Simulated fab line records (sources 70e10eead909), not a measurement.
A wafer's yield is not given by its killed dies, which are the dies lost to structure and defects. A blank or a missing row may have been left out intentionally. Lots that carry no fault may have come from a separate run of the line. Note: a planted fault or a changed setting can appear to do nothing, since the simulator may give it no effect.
Struck lot and sound lot, side by side    flow nand harc    14 steps out of a route of 1302
Sound: wafers L828.2, L828.3, L828.5. Struck: wafer L840.1 (L840.4, L840.5, from the same lot, were not struck and are left out); the cause is given at the end.
Per side, at each step with rows, come the tool, then ch with its chambers, and then its first start. Under that, the readings that differ: sound wafers    struck wafers    difference of the means    sigmas: that difference in standard deviations of wafers without a fault.
alike: same words and numbers on both sides, and readings whose means sit less than 2 such deviations apart. not compared: any withheld reading, any reading some wafer has no value for, any bound like >300 that may hide the same value, and any number with overlapping values for which the record gives no deviation.
The two part at a step that has a row with sigmas, a row that says differs or no value, or rows on one side only. Numbers that don't overlap but have no deviation are shown without sigmas and don't part them. Lack of a reading on every wafer of one side parts them only where that side has two or more wafers.

first, 5 steps without rows for these wafers: NHARC_A_STAIRCASE_EBR_213; NHARC_A_STAIRCASE_EXPOSE_214 (exposes mask STAIR 3); NHARC_A_STAIRCASE_PEB_215 (peb time 130 s); NHARC_A_STAIRCASE_DEVELOP_216 (time 140 s); NHARC_A_STAIRCASE_HARDBAKE_218 (time 140 s).
NHARC_A_STAIRCASE_DESCUM_219: chemistry O2, time 3 s.
  sound on rie diel-09 ch 0,1,2, day 20 15:50; struck on rie diel-02 ch 3, day 25 19:44
reading                          sound           struck  difference  sigmas
showerhead plenum p Torr (Torr)  1.88 1.97 1.98  1.78    -0.16       -2
  alike: drypump motor current A, oes product au, rf vpp V, throttle valve pct
  not compared: rf hours counter h
then, 1 step without rows for these wafers: NHARC_A_STAIRCASE_TRIM_220 (chemistry O2, time 211.2 s).
NHARC_A_STAIRCASE_ETCH_221: etches the open film in C4F8/O2, target depth 100 nm, time 40.5 s.
  sound: rie diel-09 ch 0,2; struck: rie diel-02 ch 2
reading           sound           struck  difference  sigmas
run length s (s)  62.0 61.8 61.9  60.9    -1.0        -2
  alike: oes product au, rf vpp V
  not compared: rf hours counter h
NHARC_A_STAIRCASE_TRIM_222: chemistry O2, time 211.2 s.
  sound: rie diel-09 ch 0,2,3; struck: rie diel-02 ch 0
  alike: drypump motor current A, oes product au, rf vpp V, showerhead plenum p Torr, throttle valve pct
  not compared: rf hours counter h
NHARC_A_STAIRCASE_ETCH_223: etches the open film in C4F8/O2, target depth 100 nm, time 40.5 s.
  sound: rie diel-09 ch 2,3; struck: rie diel-02 ch 3
  alike: oes product au, rf vpp V, run length s
  not compared: rf hours counter h
then, 1 step without rows for these wafers: NHARC_A_STAIRCASE_TRIM_224 (chemistry O2, time 211.2 s).
NHARC_A_STAIRCASE_ETCH_225: etches the open film in C4F8/O2, target depth 100 nm, time 40.5 s.
  sound on rie diel-09 ch 0,2,3, day 20 16:32; struck on rie diel-02 ch 2, day 25 20:25
reading           sound           struck  difference  sigmas
run length s (s)  61.8 61.9 61.3  50.8    -10.9       -24
  alike: oes product au, rf vpp V
  not compared: rf hours counter h
NHARC_A_STAIRCASE_TRIM_226: chemistry O2, time 211.2 s.
  sound: rie diel-09 ch 0,3; struck: rie diel-02 ch 0
  alike: drypump motor current A, oes product au, rf vpp V, showerhead plenum p Torr, throttle valve pct
  not compared: rf hours counter h
-- the record jumps here: 8 days lie between the struck wafers' starts before and after (it left off in module A_STAIRCASE and takes up again in module END, whose first step shown is number 1302 of the route) --
NHARC_END_SORT_01:
  only the struck wafers appear in the record here, on prober-02 ch 0 at day 33 15:07; the sound ones have no rows

## WHERE THEY PART
Last at NHARC_END_SORT_01 as far as this record goes, first at NHARC_A_STAIRCASE_DESCUM_219.

WHY: whatever the simulator had introduced
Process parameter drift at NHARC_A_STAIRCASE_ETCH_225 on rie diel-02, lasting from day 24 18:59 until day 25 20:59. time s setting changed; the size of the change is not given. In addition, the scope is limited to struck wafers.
